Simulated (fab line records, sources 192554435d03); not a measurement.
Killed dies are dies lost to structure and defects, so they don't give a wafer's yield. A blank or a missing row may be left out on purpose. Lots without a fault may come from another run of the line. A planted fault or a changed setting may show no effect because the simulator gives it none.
fab line records | flow n5_finfet
record lots=6 wafers=18 last_day=17
route steps=1938 shown BEOL_M15@1789 PASSIVATION@1936
lots that met no fault: from a run of the same line without faults
start_h: hours from the record's first day to the start of the lot's first wafer shown | wait_h: hours since the lot's step before | " the same as in the row above | L1.1+2: a row that stands for several wafers | - no value, or no start given | * or withheld: withheld | < > ~ a bound
route shown NAME@n: a module of which the file shows steps, and the number in the route of the first | usual: mean/standard deviation of fault-free wafers | same: alike in all rows | chamber/n: place in a boat | sites: the reading at each site | _std_site: their standard deviation | _edge_site: outer sites' mean less inner sites' | radius_mm: how far each site lies from the wafer's centre | mask NAME#n: copy n | behind: the tool/chamber that last shaped the wafer | hold: why the lot was held/for how many hours/how that ended | device: the transistor (n, p or np) that didn't switch | end of line: the same wafers' tests at the end of the route | a step without rows: its recipe alone | killed: dies lost to structure and defects at the first sort, not the wafer's yield | map: a wafer's dies, x killed, . not, _ none there
set.NAME: the setting as run; set.NAME@STEP: as run at that earlier step | model.NAME: the simulator's own value behind a step, which no gauge read
lots at some steps of the route; a table a step, a row a wafer
services: from which hour (start_h, from the record's first day; less than 0 if before it) a tool's chamber was out of use, for how many hours, and why
## steps
# step N5_BEOL_M15_STRIP_63
# recipe chemistry=O2 power_w=600 temp_c=60 pressure_mtorr=30 rf_frequency_hz=6e+07 bias_power_w=0 overash_fraction=0.3 o2_flow_sccm=225
# usual drypump_motor_current_A=5.7/0.43 oes_product_au=0.76/0.088 rf_vpp_V=3.6/0.69 showerhead_plenum_p_Torr=2.07/0.076 throttle_valve_pct=16.81/0.22
# columns lot.wafer tool chamber start_h wait_h drypump_motor_current_A oes_product_au rf_hours_counter_h rf_vpp_V showerhead_plenum_p_Torr throttle_valve_pct
L218.4 rie_diel-01 2 - - 6.1 0.73 188 4.7 2.17 16.55
L218.5 " 0 " " 6.4 0.69 - 4.8 2.09 16.68
L218.6 " 3 " " 6.1 0.69 - 3.0 2.00 17.35
L225.2 rie_diel-01 0 - - 6.4 0.69 223 4.0 2.08 16.71
L225.4 " 3 " " 6.1 0.68 248 3.6 1.99 17.35
L225.6 " 1 " " 5.3 0.72 - 3.0 1.96 16.83
L228.2 rie_diel-03 2 - - 5.9 0.87 49 3.3 2.05 16.88
L228.3 " 3 " " 5.2 0.72 205 3.0 1.98 16.88
L228.5 " 0 " " 5.4 0.69 - 3.4 2.17 17.18
L231.2 rie_diel-01 2 - - 6.1 0.69 222 4.0 2.16 16.61
L231.3 " 0 " " 6.4 0.68 238 3.0 2.08 16.72
L231.5 " 2 " " 6.1 0.68 - 3.0 2.16 16.58
L232.1 rie_diel-03 0 - - 5.4 0.99 0 3.0 2.17 16.76
L232.2 " 1 " " 5.1 0.87 40 3.6 2.03 16.74
L232.6 " 2 " " 5.9 0.87 - 2.9 2.04 16.89
L235.3 rie_diel-02 1 - - 5.6 0.71 203 2.8 2.00 17.08
L235.4 " 3 " " 5.4 0.76 134 3.1 2.12 16.71
L235.5 " 3 " " 5.3 0.76 - 3.5 2.12 16.68
# step N5_BEOL_M15_STRIP_64
# recipe chemistry=O2 power_w=600 temp_c=60 pressure_mtorr=30 rf_frequency_hz=6e+07 bias_power_w=0 overash_fraction=0.3 o2_flow_sccm=225
# usual drypump_motor_current_A=5.7/0.43 oes_product_au=0.76/0.088 rf_vpp_V=3.6/0.52 showerhead_plenum_p_Torr=2.07/0.076 throttle_valve_pct=16.81/0.22
# columns lot.wafer tool chamber start_h wait_h drypump_motor_current_A oes_product_au rf_hours_counter_h rf_vpp_V showerhead_plenum_p_Torr throttle_valve_pct
L218.4 rie_diel-01 2 - - 6.1 0.72 188 3.5 2.17 16.55
L218.5 " 0 " " 6.4 0.70 - 4.2 2.09 16.66
L218.6 " 3 " " 6.1 0.70 - 4.2 2.00 17.31
L225.2 rie_diel-01 0 - - 6.4 0.69 223 3.2 2.08 16.69
L225.4 " 3 " " 6.1 0.67 248 3.3 1.99 17.36
L225.6 " 1 " " 5.3 0.72 - 3.8 1.96 16.80
L228.2 rie_diel-03 2 - - 5.9 0.88 49 2.7 2.05 16.87
L228.3 " 3 " " 5.2 0.70 205 3.1 1.98 16.88
L228.5 " 0 " " 5.3 0.68 - 3.3 2.17 17.20
L231.2 rie_diel-01 2 - - 6.1 0.70 222 3.7 2.16 16.61
L231.3 " 0 " " 6.4 0.69 238 3.1 2.08 16.73
L231.5 " 2 " " 6.1 0.70 - 3.6 2.16 16.60
L232.1 rie_diel-03 0 - - 5.3 0.98 0 3.7 2.17 16.76
L232.2 " 1 " " 5.1 0.87 40 3.6 2.03 16.72
L232.6 " 2 " " 5.9 0.86 - 3.7 2.04 16.90
L235.3 rie_diel-02 1 - - 5.6 0.72 203 3.7 2.00 17.05
L235.4 " 3 " " 5.4 0.77 134 3.4 2.12 16.67
L235.5 " 3 " " 5.3 0.77 - 2.9 2.12 16.68
# step N5_BEOL_M15_STRIP_65
# recipe chemistry=post_etch_residue_remover time_s=60 temp_c=25 remover_ph=withheld remover_water_wt_pct=withheld remover_fluoride_wt_pct=withheld
# step N5_BEOL_M15_SRD_66
# recipe time_s=30 temp_c=23 rinse_liquid=diw dry=n2_spin spin_rpm=1500 dry_time_s=30
# step N5_BEOL_M15_CD_MEAS_17
# recipe target_cd_nm=360 polarity=opening
# usual cd_nm=363.0/2.7
# columns lot.wafer tool chamber start_h wait_h cd_nm
L218.4 cd_sem-02 - 281.78 0.0 361.0
L218.5 " - " " 361.4
L218.6 " - " " 365.6
L225.2 cd_sem-02 - 338.68 0.0 359.4
L225.4 " - " " 360.5
L225.6 " - " " 360.9
L228.2 cd_sem-02 - 352.66 0.0 368.3
L228.3 " - " " 365.2
L228.5 " - " " 368.5
L231.2 cd_sem-01 - 373.95 0.0 363.3
L231.3 " - " " 364.5
L231.5 " - " " 361.8
L232.1 cd_sem-01 - 386.75 0.0 357.6
L232.2 " - " " 362.4
L232.6 " - " " 361.8
L235.3 cd_sem-02 - 386.94 0.0 366.4
L235.4 " - " " 361.5
L235.5 " - " " 361.9
# step N5_BEOL_M15_COAT_56
# recipe resist=SOC temp_c=250 time_s=60 spin_rpm=1500 resist_thk_nm=550
# step N5_BEOL_M15_ETCH_57
# recipe chemistry=N2/H2 target=SOC source_w=3000 bias_w=350 time_s=750 ion_energy_ev=200 pressure_mtorr=30 n2_flow_sccm=200 h2_flow_sccm=200
# step N5_BEOL_M15_COAT_60
# recipe resist=BARC temp_c=205 time_s=60 spin_rpm=1500 resist_thk_nm=89
# step N5_BEOL_M15_COAT_22
# recipe spin_rpm=1704 resist_thk_nm=800
# step N5_BEOL_M15_EBR_24
# recipe solvent=PGMEA ebr_width_mm=1.5
# step N5_BEOL_M15_SOFTBAKE_23
# recipe temp_c=130 time_s=60
# step N5_BEOL_M15_EXPOSE_25
# recipe mask_id=M15 na=0.8 source_shape=annular sigma_inner=0.5 sigma_outer=0.8 polarization=unpolarized target_cd_nm=400 dose_mj=35.5
# step N5_BEOL_M15_PEB_26
# recipe peb_temp_c=130 peb_time_s=90
# usual heater_power_total_W=172.6/0.75 plate_temp_C=130.00/0.13
# columns lot.wafer tool chamber start_h wait_h heater_power_total_W plate_temp_C
L218.4 litho_track-02 0 282.66 0.0 172.8 130.19
L218.5 " 0 " " 172.2 129.93
L218.6 " 0 " " 173.7 130.08
L225.2 litho_track-05 0 339.56 0.0 172.8 129.97
L225.4 " 0 " " 172.6 129.71
L225.6 " 0 " " 171.9 129.56
L228.2 litho_track-05 0 353.42 0.0 172.2 130.03
L228.3 " 0 " " 171.7 130.11
L228.5 " 0 " " 172.7 130.15
L231.2 litho_track-02 0 374.71 0.0 166.2 126.71
L231.3 " 0 " " 166.8 126.70
L231.5 " 0 " " 168.5 126.82
L232.1 litho_track-05 0 387.55 0.1 173.7 129.99
L232.2 " 0 " " 173.2 130.34
L232.6 " 0 " " 171.1 129.92
L235.3 litho_track-02 0 387.83 0.0 166.3 126.95
L235.4 " 0 " " 167.4 126.80
L235.5 " 0 " " 168.1 126.85
# step N5_BEOL_M15_DEVELOP_27
# recipe develop_time_s=45 rinse_liquid=diw dry=air_spin dev_temp_c=21
# step N5_BEOL_M15_HARDBAKE_32
# recipe temp_c=130 time_s=120
# step N5_BEOL_M15_CD_MEAS_28
# recipe target_cd_nm=407.6 landing_energy_ev=500 detector=se_inlens
# usual cd_nm=408.8/2.3
# columns lot.wafer tool chamber start_h wait_h cd_nm
L218.4 cd_sem-03 0 282.78 - 407.4
L218.5 " 0 " " 407.0
L218.6 " 0 " " 407.3
L225.2 cd_sem-02 0 339.68 - 405.8
L225.4 " 0 " " 407.9
L225.6 " 0 " " 408.2
L228.2 cd_sem-01 0 353.54 - 408.6
L228.3 " 0 " " 407.3
L228.5 " 0 " " 407.1
L231.2 cd_sem-02 0 374.83 - 395.9
L231.3 " 0 " " 396.3
L231.5 " 0 " " 393.4
L232.1 cd_sem-03 0 387.66 - 407.4
L232.2 " 0 " " 410.4
L232.6 " 0 " " 405.7
L235.3 cd_sem-03 0 387.94 - 398.4
L235.4 " 0 " " 396.0
L235.5 " 0 " " 397.2
# step N5_BEOL_M15_OVL_MEAS_29
# recipe points_per_wafer=44
# usual M15_OVL=0/5.6
# same points_per_wafer=44
# columns lot.wafer tool chamber start_h wait_h M15_OVL[nm]
L218.4 overlay-01 0 282.81 0.0 0
L218.5 " 0 " " 2
L218.6 " 0 " " -5
L225.2 overlay-01 0 339.71 0.0 2
L225.4 " 0 " " -3
L225.6 " 0 " " -3
L228.2 overlay-02 0 353.57 0.0 0
L228.3 " 0 " " 1
L228.5 " 0 " " -3
L231.2 overlay-01 0 374.85 0.0 1
L231.3 " 0 " " -7
L231.5 " 0 " " 4
L232.1 overlay-01 0 387.69 0.0 0
L232.2 " 0 " " -5
L232.6 " 0 " " 3
L235.3 overlay-01 0 387.97 0.0 -1
L235.4 " 0 " " 2
L235.5 " 0 " " -4
# step N5_BEOL_M15_INSPECT_30
# recipe mode=adi inspect_instrument=macro
# usual raw_defect_count=2.3/1.4
# columns lot.wafer tool chamber start_h wait_h raw_defect_count
L218.4 defect_inspect-01 - 282.83 0.0 2
L218.5 " - " " 2
L218.6 " - " " 2
L225.2 defect_inspect-02 - 339.73 0.0 1
L225.4 " - " " 2
L225.6 " - " " 3
L228.2 defect_inspect-01 - 353.59 0.0 4
L228.3 " - " " 1
L228.5 " - " " 2
L231.2 defect_inspect-02 - 374.88 0.0 7
L231.3 " - " " 1
L231.5 " - " " 7
L232.1 defect_inspect-02 - 387.72 0.0 4
L232.2 " - " " 1
L232.6 " - " " 2
L235.3 defect_inspect-02 - 388.00 0.0 1
L235.4 " - " " 1
L235.5 " - " " 2
# step N5_BEOL_M15_DESCUM_33
# recipe chemistry=O2 time_s=7.9 source_power_w=50 bias_power_w=20 pressure_mtorr=20 rf_frequency_hz=2.712e+07 temp_c=40 o2_flow_sccm=225
# usual drypump_motor_current_A=5.6/0.41 oes_product_au=0.77/0.093 rf_vpp_V=242.8/1.3 showerhead_plenum_p_Torr=2.07/0.075 throttle_valve_pct=20.55/0.23
# columns lot.wafer tool chamber start_h wait_h drypump_motor_current_A oes_product_au rf_hours_counter_h rf_vpp_V showerhead_plenum_p_Torr throttle_valve_pct model.BEOL_M15.cd_nm
L218.4 rie_diel-03 1 283.30 0.5 5.1 0.96 6 244.4 2.04 20.48 407
L218.5 " 0 " " 5.4 0.71 - 243.0 2.18 20.87 406.8
L218.6 " 3 " " 5.2 0.72 - 242.3 1.99 20.60 407
L225.2 rie_diel-01 0 339.93 0.2 6.4 0.69 223 242.9 2.08 20.42 405.6
L225.4 " 2 " " 6.1 0.71 205 243.7 2.16 20.22 407.6
L225.6 " 0 " " 6.4 0.69 - 242.7 2.08 20.41 407.8
L228.2 rie_diel-01 0 353.63 0.0 6.4 0.69 229 241.9 2.08 20.43 408.6
L228.3 " 1 " " 5.3 0.72 208 240.6 1.96 20.52 407.4
L228.5 " 0 " " 6.4 0.69 - 243.8 2.08 20.43 407.2
L231.2 rie_diel-02 1 374.91 0.0 5.6 0.72 200 242.6 1.99 20.81 395.6
L231.3 " 0 " " 5.6 0.84 52 243.7 2.14 20.18 396
L231.5 " 1 " " 5.6 0.72 - 241.5 1.99 20.81 393.2
L232.1 rie_diel-02 2 387.75 0.0 5.9 0.72 195 242.1 2.07 20.46 406.8
L232.2 " 0 " " 5.6 0.84 56 243.7 2.13 20.19 410.4
L232.6 " 3 " " 5.4 0.77 - 243.7 2.12 20.46 405.4
L235.3 rie_diel-02 0 388.03 0.0 5.6 0.84 56 243.9 2.13 20.19 398.6
L235.4 " 3 " " 5.3 0.76 135 243.2 2.12 20.45 396
L235.5 " 3 " " 5.3 0.77 - 242.1 2.12 20.43 397
# step N5_BEOL_M15_ETCH_61
# recipe chemistry=N2/H2 target=BARC target_depth_a=890 overetch_a=267 time_s=67.9 ion_energy_ev=200 pressure_mtorr=30 source_w=840 bias_w=150 n2_flow_sccm=200 h2_flow_sccm=200
# step N5_BEOL_M15_TRENCH_ETCH_34
# recipe chemistry=C4F8/O2/Ar target=SiO2 target_depth_a=8729.3 he_inner_torr=15 he_outer_torr=30 time_s=199 ion_energy_ev=800 pressure_mtorr=20 source_w=1905 bias_w=2040 Ar_flow_sccm=400 C4F8_flow_sccm=16 O2_flow_sccm=12
# usual bias_w=2039/6.2 drypump_motor_current_A=5.6/0.41 oes_product_au=0.77/0.094 rf_vpp_V=2221/45 showerhead_plenum_p_Torr=3.40/0.1 throttle_valve_pct=30.9/0.31
# columns lot.wafer tool chamber start_h wait_h bias_w drypump_motor_current_A oes_product_au rf_hours_counter_h rf_vpp_V showerhead_plenum_p_Torr throttle_valve_pct
L218.4 rie_diel-03 1 283.39 0.0 2044 5.1 0.95 6 2193 3.38 31.2
L218.5 " 0 " " 2042 5.4 0.72 - 2246 3.52 31.0
L218.6 " 3 " " 2047 5.2 0.72 - 2134 3.29 31.1
L225.2 rie_diel-01 0 340.01 0.0 2037 6.4 0.70 223 2274 3.37 30.5
L225.4 " 2 " " 2048 6.1 0.71 206 2225 3.51 30.3
L225.6 " 0 " " 2028 6.4 0.70 - 2276 3.37 30.5
L228.2 rie_diel-01 0 353.71 0.0 2034 6.4 0.70 229 2275 3.37 30.5
L228.3 " 1 " " 2038 5.3 0.71 208 2297 3.25 31.0
L228.5 " 0 " " 2031 6.4 0.70 - 2275 3.37 30.5
L231.2 rie_diel-02 1 375.00 0.0 2042 5.6 0.72 200 2180 3.29 31.3
L231.3 " 0 " " 2038 5.6 0.85 52 2238 3.52 30.8
L231.5 " 1 " " 2041 5.6 0.72 - 2181 3.29 31.3
L232.1 rie_diel-02 2 387.84 0.0 2043 5.9 0.69 195 2203 3.43 30.9
L232.2 " 0 " " 2052 5.6 0.84 56 2237 3.51 30.8
L232.6 " 3 " " 2045 5.3 0.78 - 2249 3.45 30.8
L235.3 rie_diel-02 0 388.11 0.0 2042 5.6 0.84 56 2238 3.51 30.8
L235.4 " 3 " " 2040 5.3 0.77 135 2249 3.45 30.8
L235.5 " 3 " " 2044 5.3 0.78 - 2246 3.45 30.8
# step N5_BEOL_M15_STRIP_36
# recipe chemistry=O2 power_w=600 temp_c=60 pressure_mtorr=30 rf_frequency_hz=6e+07 bias_power_w=0 overash_fraction=0.3 o2_flow_sccm=225
# usual drypump_motor_current_A=5.6/0.4 oes_product_au=0.77/0.092 rf_vpp_V=3.5/0.97 showerhead_plenum_p_Torr=2.07/0.074 throttle_valve_pct=16.82/0.23
# columns lot.wafer tool chamber start_h wait_h drypump_motor_current_A oes_product_au rf_hours_counter_h rf_vpp_V showerhead_plenum_p_Torr throttle_valve_pct
L218.4 rie_diel-02 3 284.75 1.2 5.3 0.79 105 2.9 2.13 16.63
L218.5 " 0 " " 5.6 0.89 - 3.5 2.15 16.37
L218.6 " 1 " " 5.6 0.73 - 4.5 2.00 17.01
L225.2 rie_diel-02 0 340.69 0.5 5.6 0.85 46 4.1 2.14 16.39
L225.4 " 2 " " 5.8 0.73 185 3.3 2.08 16.76
L225.6 " 1 " " 5.6 0.73 - 4.5 2.00 17.07
L228.2 rie_diel-01 1 356.04 2.1 5.3 0.72 210 2.1 1.96 16.79
L228.3 " 2 " " 6.1 0.69 212 4.1 2.17 16.60
L228.5 " 2 " " 6.1 0.70 - 3.2 2.16 16.59
L231.2 rie_diel-02 0 376.31 1.1 5.6 0.84 53 2.0 2.14 16.42
L231.3 " 3 " " 5.3 0.77 132 2.8 2.12 16.71
L231.5 " 0 " " 5.6 0.84 - 1.8 2.14 16.40
L232.1 rie_diel-01 3 389.47 1.4 6.1 0.94 10 3.0 2.25 16.93
L232.2 " 2 " " 6.1 0.69 227 3.7 2.16 16.62
L232.6 " 0 " " 6.4 0.68 - 3.0 2.08 16.75
L235.3 rie_diel-02 3 389.76 1.5 5.4 0.77 135 2.8 2.12 16.69
L235.4 " 2 " " 5.9 0.72 196 5.1 2.07 16.79
L235.5 " 0 " " 5.6 0.85 - 1.4 2.14 16.40
# step N5_BEOL_M15_STRIP_62
# recipe chemistry=O2 power_w=600 temp_c=60 pressure_mtorr=30 rf_frequency_hz=6e+07 bias_power_w=0 overash_fraction=0.3 o2_flow_sccm=225
# usual drypump_motor_current_A=5.6/0.4 oes_product_au=0.77/0.09 rf_vpp_V=3.7/0.5 showerhead_plenum_p_Torr=2.07/0.075 throttle_valve_pct=16.82/0.23
# columns lot.wafer tool chamber start_h wait_h drypump_motor_current_A oes_product_au rf_hours_counter_h rf_vpp_V showerhead_plenum_p_Torr throttle_valve_pct
L218.4 rie_diel-02 3 - - 5.3 0.80 105 3.1 2.13 16.63
L218.5 " 0 " " 5.6 0.88 - 3.0 2.15 16.35
L218.6 " 1 " " 5.6 0.73 - 3.4 2.00 17.01
L225.2 rie_diel-02 0 - - 5.6 0.85 46 3.7 2.14 16.39
L225.4 " 2 " " 5.9 0.72 185 4.1 2.08 16.78
L225.6 " 1 " " 5.6 0.73 - 3.7 2.00 17.04
L228.2 rie_diel-01 1 - - 5.3 0.72 210 3.6 1.96 16.80
L228.3 " 2 " " 6.1 0.70 212 3.4 2.16 16.60
L228.5 " 2 " " 6.1 0.69 - 5.1 2.16 16.59
L231.2 rie_diel-02 0 - - 5.6 0.84 53 3.3 2.14 16.43
L231.3 " 3 " " 5.3 0.77 132 3.9 2.12 16.69
L231.5 " 0 " " 5.6 0.84 - 3.7 2.14 16.40
L232.1 rie_diel-01 3 - - 6.0 0.92 10 3.7 2.25 16.95
L232.2 " 2 " " 6.1 0.69 227 4.4 2.16 16.63
L232.6 " 0 " " 6.4 0.68 - 2.8 2.08 16.73
L235.3 rie_diel-02 3 - - 5.3 0.77 135 3.6 2.12 16.70
L235.4 " 2 " " 5.9 0.72 196 3.7 2.07 16.79
L235.5 " 0 " " 5.6 0.84 - 4.0 2.14 16.40
# step N5_BEOL_M15_STRIP_37
# recipe chemistry=O2 power_w=600 temp_c=60 pressure_mtorr=30 rf_frequency_hz=6e+07 bias_power_w=0 overash_fraction=0.3 o2_flow_sccm=225
# step N5_BEOL_M15_ETCH_38
# recipe chemistry=CF4/N2 target=SiCN target_depth_a=1064 taper_deg=2 time_s=120.5 ion_energy_ev=150 mask_material=SiO2 pressure_mtorr=40 source_w=430 bias_w=70 Ar_flow_sccm=100 cf4_flow_sccm=60 n2_flow_sccm=60
# usual bias_w=70.02/0.2 drypump_motor_current_A=5.6/0.4 oes_product_au=0.78/0.093 rf_vpp_V=381.7/1.8 showerhead_plenum_p_Torr=2.18/0.071 throttle_valve_pct=15.57/0.23
# columns lot.wafer tool chamber start_h wait_h bias_w drypump_motor_current_A oes_product_au rf_hours_counter_h rf_vpp_V showerhead_plenum_p_Torr throttle_valve_pct model.BEOL_M15.cd_nm
L218.4 rie_diel-02 3 - - 69.89 5.4 0.80 105 381.5 2.23 15.37 399.8
L218.5 " 0 " " 69.71 5.6 0.87 - 382.9 2.26 15.12 398.8
L218.6 " 1 " " 70.13 5.6 0.74 - 379.9 2.10 15.71 399.8
L225.2 rie_diel-02 0 - - 69.93 5.6 0.85 46 384.7 2.25 15.15 396.6
L225.4 " 2 " " 69.62 5.9 0.70 185 381.2 2.20 15.63 400
L225.6 " 1 " " 69.53 5.6 0.73 - 379.6 2.10 15.77 400
L228.2 rie_diel-01 1 - - 69.95 5.3 0.73 210 379.9 2.08 15.66 402
L228.3 " 2 " " 69.90 6.0 0.71 212 385.3 2.26 15.35 400.4
L228.5 " 2 " " 70.18 6.1 0.70 - 382.8 2.26 15.35 400.8
L231.2 rie_diel-02 0 - - 70.01 5.6 0.85 53 382.9 2.25 15.14 386.8
L231.3 " 3 " " 70.09 5.4 0.78 132 382.3 2.22 15.42 387.4
L231.5 " 0 " " 70.36 5.6 0.85 - 382.1 2.25 15.17 384.6
L232.1 rie_diel-01 3 - - 70.26 6.1 0.96 10 384.4 2.34 15.52 399
L232.2 " 2 " " 69.61 6.1 0.69 227 384.0 2.26 15.39 402.2
L232.6 " 0 " " 69.89 6.4 0.70 - 380.6 2.15 15.35 399.4
L235.3 rie_diel-02 3 - - 70.09 5.3 0.77 135 382.9 2.22 15.44 391.8
L235.4 " 2 " " 69.76 5.9 0.69 196 382.8 2.19 15.64 390
L235.5 " 0 " " 70.02 5.6 0.83 - 384.0 2.25 15.17 391.6
# step N5_BEOL_M15_PRECLEAN_39
# recipe chemistry=residue_remover time_s=60 temp_c=40
# step N5_PASSIVATION_PROBE_49
# usual defect_limited_yield=91.3/1.4 killed_at_M0_to_M3=33/9.9 killed_at_M4_up=15/5.6 killed_at_contacts=13/5.7 killed_at_front_end=38/12 killed_at_other=4/3.1 killed_dies=103/17 killed_open=66/13 killed_short=32/7.8 sort_bin_5_function=5.1/0.95 sort_bin_6_memory=3.2/0.68 sort_bin_8_speed=0.02/0.22 sort_n_pass=1077/17 sort_yield_pct=91.3/1.5
# same gross_dies=1180 killed_at_back_side=0 sort_bin_4_leakage[%]=0
# columns lot.wafer tool chamber start_h wait_h defect_limited_yield[%] killed_at_M0_to_M3 killed_at_M4_up killed_at_contacts killed_at_front_end killed_at_other killed_dies killed_open killed_short sort_bin_5_function[%] sort_bin_6_memory[%] sort_bin_8_speed[%] sort_n_pass sort_yield_pct[%]
L228.2 prober-01 - 371.60 0.1 90.8 42 11 19 37 0 109 73 31 5.4 3.6 0 1071 90.8
L228.3 prober-01 - 371.65 0.1 93.1 27 12 7 31 4 81 53 27 3.8 2.8 0 1099 93.1
L228.5 prober-01 - 371.75 0.2 92.3 22 13 17 35 4 91 62 29 4.4 3.1 0 1089 92.3
L231.2 prober-01 - 396.75 0.1 92.9 27 6 13 33 5 84 51 28 4.3 2.6 0 1096 92.9
L231.3 prober-01 - 396.80 0.1 90.6 44 18 14 29 6 111 70 38 5.5 3.6 0 1069 90.6
L231.5 prober-01 - 396.90 0.2 90.0 43 7 18 38 12 118 73 37 5.4 3.7 0 1062 90.0
L235.3 prober-02 - 406.25 0.1 93.1 25 11 15 23 7 81 60 16 3.8 2.7 0 1099 93.1
L235.4 prober-02 - 406.30 0.2 93.9 19 17 12 22 2 72 40 29 3.1 2.5 0 1108 93.9
L235.5 prober-02 - 406.35 0.2 92.8 22 13 13 36 1 85 48 33 4.7 2.3 0 1095 92.8
L232.1 prober-01 - 408.14 0.0 90.2 32 22 10 52 0 116 73 38 5.3 4.1 0 1064 90.2
L232.2 prober-01 - 408.19 0.1 91.9 24 16 5 44 6 95 57 35 5.2 2.5 0 1085 91.9
L232.6 prober-01 - 408.39 0.3 92.4 33 10 5 42 0 90 58 28 4.6 2.7 0 1090 92.4
# killed by level:class
L228.2 FIN_SAQP:geometric_particle:open=12 BEOL_M3:geometric_particle:open=11 MOL_CONTACT_COAG:geometric_particle:short=10 BEOL_M0_SAQP:geometric_particle:open=9 MOL_CONTACT_COAG:geometric_particle:open=8 STI_FIN_REVEAL:geometric_particle:open=8 BEOL_M0_SAQP:geometric_particle:short=7 BEOL_M4:geometric_particle:open=4
L228.3 FIN_SAQP:geometric_particle:open=7 MOL_CONTACT_COAG:geometric_particle:open=7 BEOL_M0_SAQP:geometric_particle:open=7 BEOL_M1:geometric_particle:open=5 DUMMY_GATE:geometric_particle:open=4 GATE_CUT:geometric_particle:short=4 BEOL_M0_SAQP:geometric_particle:short=4 GATE_CUT:geometric_particle:open=3
L228.5 MOL_CONTACT_COAG:geometric_particle:open=12 FIN_SAQP:geometric_particle:open=7 STI_FIN_REVEAL:geometric_particle:open=6 MOL_CONTACT_COAG:geometric_particle:short=5 BEOL_M1:geometric_particle:open=5 BEOL_M3:geometric_particle:open=5 BEOL_M4:geometric_particle:open=5 STI_FIN_REVEAL:geometric_particle:short=3
L231.2 MOL_CONTACT_COAG:geometric_particle:open=11 BEOL_M1:geometric_particle:open=10 STI_FIN_REVEAL:geometric_particle:open=6 GATE_CUT:geometric_particle:short=6 BEOL_M3:geometric_particle:open=6 FIN_SAQP:geometric_particle:open=5 DUMMY_GATE:geometric_particle:short=5 BEOL_M0_SAQP:geometric_particle:short=4
L231.3 BEOL_M0_SAQP:geometric_particle:short=14 MOL_CONTACT_COAG:geometric_particle:open=12 BEOL_M0_SAQP:geometric_particle:open=11 BEOL_M2:geometric_particle:open=8 BEOL_M4:geometric_particle:open=6 STI_FIN_REVEAL:geometric_particle:open=4 DUMMY_GATE:geometric_particle:open=4 BEOL_M2:geometric_particle:short=4
L231.5 MOL_CONTACT_COAG:geometric_particle:open=16 BEOL_M1:geometric_particle:open=10 BEOL_M0_SAQP:geometric_particle:open=8 BEOL_M0_SAQP:geometric_particle:short=7 FIN_SAQP:geometric_particle:open=6 STI_FIN_REVEAL:geometric_particle:open=6 BEOL_M1:geometric_particle:short=6 BEOL_M2:geometric_particle:open=5
L235.3 MOL_CONTACT_COAG:geometric_particle:open=13 STI_FIN_REVEAL:geometric_particle:open=9 BEOL_M2:geometric_particle:open=9 BEOL_M4:geometric_particle:open=8 BEOL_M1:geometric_particle:open=7 MIM_TOP:geometric_particle:short=4 BEOL_M0_SAQP:geometric_particle:open=3 BEOL_M6:geometric_particle:open=3
L235.4 BEOL_M2:geometric_particle:open=7 MOL_CONTACT_COAG:geometric_particle:open=7 GATE_CUT:geometric_particle:short=6 FIN_SAQP:geometric_particle:short=5 MOL_CONTACT_COAG:geometric_particle:short=5 BEOL_M0_SAQP:geometric_particle:short=4 BEOL_M5:geometric_particle:open=4 STI_FIN_REVEAL:geometric_particle:open=3
L235.5 MOL_CONTACT_COAG:geometric_particle:open=10 FIN_SAQP:geometric_particle:open=7 STI_FIN_REVEAL:geometric_particle:open=6 BEOL_M2:geometric_particle:open=6 STARTING-WAFER:geometric_particle:short=5 FIN_SAQP:geometric_particle:short=4 BEOL_M0_SAQP:geometric_particle:short=4 BEOL_M0_SAQP:geometric_particle:open=4
L232.1 FIN_SAQP:geometric_particle:short=16 FIN_SAQP:geometric_particle:open=9 MOL_CONTACT_COAG:geometric_particle:open=8 BEOL_M0_SAQP:geometric_particle:open=8 BEOL_M0_SAQP:geometric_particle:short=7 STI_FIN_REVEAL:geometric_particle:open=6 BEOL_M3:geometric_particle:open=6 BEOL_M5:geometric_particle:open=6
L232.2 DUMMY_GATE:geometric_particle:open=10 FIN_SAQP:geometric_particle:short=8 BEOL_M0_SAQP:geometric_particle:short=8 FIN_SAQP:geometric_particle:open=6 BEOL_M0_SAQP:geometric_particle:open=5 BEOL_M5:geometric_particle:short=4 MOL_CONTACT_COAG:geometric_particle:open=4 STARTING-WAFER:geometric_particle:open=4
L232.6 FIN_SAQP:geometric_particle:open=12 BEOL_M1:geometric_particle:open=10 BEOL_M0_SAQP:geometric_particle:short=8 FIN_SAQP:geometric_particle:short=6 BEOL_M0_SAQP:geometric_particle:open=6 DUMMY_GATE:geometric_particle:open=5 STI_FIN_REVEAL:geometric_particle:open=4 MOL_CONTACT_COAG:geometric_particle:open=4
## services
# columns tool chamber start_h hours kind
rie_diel-02 1 285.26 2.9 repair
rie_diel-02 2 311.15 15.1 repair
rie_diel-03 2 315.58 9.5 repair
rie_diel-01 3 344.62 - clean
rie_diel-01 3 344.62 - consumable_replace:focus_ring
rie_diel-01 3 344.62 - consumable_replace:showerhead
rie_diel-01 3 344.62 16.0 scheduled_down
rie_diel-01 3 344.62 16.0 vent_cycle
rie_diel-01 - 347.50 0.1 repair
rie_diel-02 - 355.65 15.6 pm
rie_diel-03 0 365.55 - clean
rie_diel-03 0 365.55 - consumable_replace:focus_ring
rie_diel-03 0 365.55 18.1 scheduled_down
rie_diel-03 0 365.55 18.1 vent_cycle
## key
first_sign step=N5_BEOL_M15_PEB_26 reading=plate_temp_C direction=down sigmas=25 usual=* struck=*
effect step=N5_BEOL_M15_PEB_26 reading=heater_power_total_W direction=down sigmas=7.1 usual=* struck=*
effect step=N5_BEOL_M15_CD_MEAS_28 reading=cd_nm direction=down sigmas=5.4 usual=408.8 struck=396.2 through=control_loop
model_effect step=N5_BEOL_M15_DESCUM_33 value=BEOL_M15.cd_nm without=410.7 struck=396.1
model_effect step=N5_BEOL_M15_ETCH_38 value=BEOL_M15.cd_nm without=403.4 struck=388.7
met_at N5_BEOL_M15_PEB_26
struck_wafers L231.2,L231.3,L231.5,L235.3,L235.4,L235.5
loop_trim step=N5_BEOL_M15_EXPOSE_25 setting=dose lots=L235
onset_between 282.66 374.71
fault kind=process_parameter_drift tool=litho_track-02 chamber=- onset_h=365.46 steps=N5_BEOL_M15_PEB_26 channel=peb_temp_c offset=* shape=step end_h=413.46 acts_in=* stated=*
# loop_trim: a control loop set the setting to another value than it would have without faults
